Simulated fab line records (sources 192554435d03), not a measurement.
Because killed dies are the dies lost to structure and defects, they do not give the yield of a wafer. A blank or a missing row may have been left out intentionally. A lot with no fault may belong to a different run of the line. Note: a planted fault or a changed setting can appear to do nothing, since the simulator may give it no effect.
Chamber matching / flow n5_finfet / N5_BEOL_M7_CMP_52 on cmp-02: 4 sister chambers
The step polishes, stops on SiCOH lowk, t overpolish 6.9 s, target thk 80 nm. 18 wafers are shown with their chamber, then 9 later ones without.

## EACH WAFER AND ITS CHAMBER
wafer=L075.2; chamber=1; motor_current_A (A)=6.3; barrier_field_endpoint_s (s)=28.9; time_to_endpoint_s (s)=61.7
wafer=L075.5; chamber=0; motor_current_A (A)=6.2; barrier_field_endpoint_s (s)=30.1; time_to_endpoint_s (s)=65.1
wafer=L075.6; chamber=3; motor_current_A (A)=6.4; barrier_field_endpoint_s (s)=29.2; time_to_endpoint_s (s)=60.5
wafer=L080.1; chamber=3; motor_current_A (A)=6.3; barrier_field_endpoint_s (s)=29.5; time_to_endpoint_s (s)=65.5
wafer=L080.3; chamber=1; motor_current_A (A)=6.1; barrier_field_endpoint_s (s)=29.8; time_to_endpoint_s (s)=67.7
wafer=L080.4; chamber=2; motor_current_A (A)=5.9; barrier_field_endpoint_s (s)=29.6; time_to_endpoint_s (s)=63.6
wafer=L084.2; chamber=3; motor_current_A (A)=6.5; barrier_field_endpoint_s (s)=28.6; time_to_endpoint_s (s)=64.2
wafer=L084.5; chamber=0; motor_current_A (A)=6.1; barrier_field_endpoint_s (s)=30.3; time_to_endpoint_s (s)=67.8
wafer=L084.6; chamber=3; motor_current_A (A)=6.6; barrier_field_endpoint_s (s)=30.1; time_to_endpoint_s (s)=65.1
wafer=L084.1; chamber=0; motor_current_A (A)=5.7; barrier_field_endpoint_s (s)=30.2; time_to_endpoint_s (s)=70.1
wafer=L084.3; chamber=1; motor_current_A (A)=6.4; barrier_field_endpoint_s (s)=29.2; time_to_endpoint_s (s)=66.5
wafer=L084.4; chamber=2; motor_current_A (A)=5.7; barrier_field_endpoint_s (s)=29.9; time_to_endpoint_s (s)=67.6
wafer=L086.1; chamber=1; motor_current_A (A)=6.0; barrier_field_endpoint_s (s)=29.2; time_to_endpoint_s (s)=62.6
wafer=L086.5; chamber=2; motor_current_A (A)=5.6; barrier_field_endpoint_s (s)=28.9; time_to_endpoint_s (s)=62.8
wafer=L086.6; chamber=3; motor_current_A (A)=6.4; barrier_field_endpoint_s (s)=29.3; time_to_endpoint_s (s)=60.5
wafer=L093.3; chamber=3; motor_current_A (A)=6.7; barrier_field_endpoint_s (s)=29.4; time_to_endpoint_s (s)=61.4
wafer=L093.4; chamber=2; motor_current_A (A)=5.5; barrier_field_endpoint_s (s)=29.3; time_to_endpoint_s (s)=61.7
wafer=L093.6; chamber=3; motor_current_A (A)=6.4; barrier_field_endpoint_s (s)=28.5; time_to_endpoint_s (s)=61.9

SIGNATURES (means of the wafers above)
reading=motor_current_A; chamber 0=6.000; chamber 1=6.200; chamber 2=5.675; chamber 3=6.471; scatter within a chamber=0.178
reading=barrier_field_endpoint_s; chamber 0=30.200; chamber 1=29.275; chamber 2=29.425; chamber 3=29.229; scatter within a chamber=0.446
reading=time_to_endpoint_s; chamber 0=67.667; chamber 1=64.625; chamber 2=63.925; chamber 3=62.729; scatter within a chamber=2.48
Rule: a wafer lies at a distance from a chamber equal to the root of the sum of squares, over the readings, of (its reading less the chamber's mean, divided by the reading's scatter). The wafer belongs to the nearest chamber; if the next one is less than 2 further off, it can't be placed. The scatter: the root of (the sum of the squares of (reading less its chamber's mean) over the shown wafers, divided by (wafers less chambers)).

## WAFERS WHOSE CHAMBER IS MISSING
wafer=L089.3; motor_current_A (A)=5.4; barrier_field_endpoint_s (s)=28.3; time_to_endpoint_s (s)=62.4
wafer=L089.4; motor_current_A (A)=6.0; barrier_field_endpoint_s (s)=28.6; time_to_endpoint_s (s)=64.6
wafer=L089.6; motor_current_A (A)=5.7; barrier_field_endpoint_s (s)=28.8; time_to_endpoint_s (s)=60.5
wafer=L097.4; motor_current_A (A)=5.9; barrier_field_endpoint_s (s)=29.5; time_to_endpoint_s (s)=67.1
wafer=L097.5; motor_current_A (A)=6.9; barrier_field_endpoint_s (s)=29.5; time_to_endpoint_s (s)=61.9
wafer=L097.6; motor_current_A (A)=5.7; barrier_field_endpoint_s (s)=30.5; time_to_endpoint_s (s)=66.7
wafer=L092.1; motor_current_A (A)=6.3; barrier_field_endpoint_s (s)=28.2; time_to_endpoint_s (s)=63.5
wafer=L092.3; motor_current_A (A)=5.5; barrier_field_endpoint_s (s)=28.8; time_to_endpoint_s (s)=61.7
wafer=L092.5; motor_current_A (A)=6.5; barrier_field_endpoint_s (s)=29.1; time_to_endpoint_s (s)=59.6

## WHICH CHAMBER EACH WENT THROUGH
wafer=L089.3; from the rows above=2; in truth=2
wafer=L089.4; from the rows above=can't be placed: 1 or 2 or 3 or 0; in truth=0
wafer=L089.6; from the rows above=can't be placed: 2 or 1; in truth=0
wafer=L097.4; from the rows above=can't be placed: 0 or 2 or 1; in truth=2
wafer=L097.5; from the rows above=can't be placed: 3 or 1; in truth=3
wafer=L097.6; from the rows above=can't be placed: 0 or 2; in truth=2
wafer=L092.1; from the rows above=can't be placed: 1 or 3 or 2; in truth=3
wafer=L092.3; from the rows above=2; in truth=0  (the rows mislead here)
wafer=L092.5; from the rows above=can't be placed: 3 or 1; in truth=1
Correct placement for 1 of the 9. Cannot be placed on the basis of these rows: 7; the candidates contain the true chamber in 6. Placed wrongly: 1.
